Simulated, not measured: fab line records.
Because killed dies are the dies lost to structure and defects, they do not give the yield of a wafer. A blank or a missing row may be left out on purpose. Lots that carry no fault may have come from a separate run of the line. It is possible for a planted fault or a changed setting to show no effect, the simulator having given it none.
Matching of chambers + flow nand_harc + NHARC_A_CONTACT_DEP_58 on pecvd-04 has 3 sister chambers
The step deposits SiON, target thk 90 nm. 3 wafers are shown with their chamber, then 7 later ones without.

== WAFERS, EACH WITH ITS CHAMBER ==
| wafer  | chamber | heater_power_w (W) |
|--------|---------|--------------------|
| L085.6 | 1       | 559                |
| L091.2 | 0       | 750                |
| L091.3 | 2       | 744                |

== WAFERS WHOSE CHAMBER IS MISSING ==
| wafer  | heater_power_w (W) |
|--------|--------------------|
| L091.5 | 527                |
| L089.4 | 675                |
| L089.5 | 506                |
| L089.6 | 711                |
| L092.3 | 537                |
| L092.5 | 693                |
| L092.6 | 536                |

== WHICH CHAMBER EACH ONE RAN IN ==
| wafer  | from the rows above          | in truth |
|--------|------------------------------|----------|
| L091.5 | 1                            | 1        |
| L089.4 | can't be placed: 2 or 0 or 1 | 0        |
| L089.5 | 1                            | 1        |
| L089.6 | can't be placed: 2 or 0      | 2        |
| L092.3 | 1                            | 1        |
| L092.5 | can't be placed: 2 or 0 or 1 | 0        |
| L092.6 | 1                            | 1        |
Correct placement for 4 of the 7. Cannot be placed on the basis of these rows: 3; the candidates contain the true chamber in 3. 0 placed wrongly.
How it was worked out, from the rows above alone: a wafer's distance from a chamber is the root of the sum, over the readings, of the square of ((its reading less the chamber's mean) divided by the reading's scatter). If the next closest chamber is less than 2 further off than the closest, the wafer can't be placed; otherwise it belongs to the closest. Each chamber's mean is taken over the wafers shown for it. The scatter (one wafer shown for each chamber): square how far every hidden wafer sits from the nearest shown wafer, average those squares and take the square root.
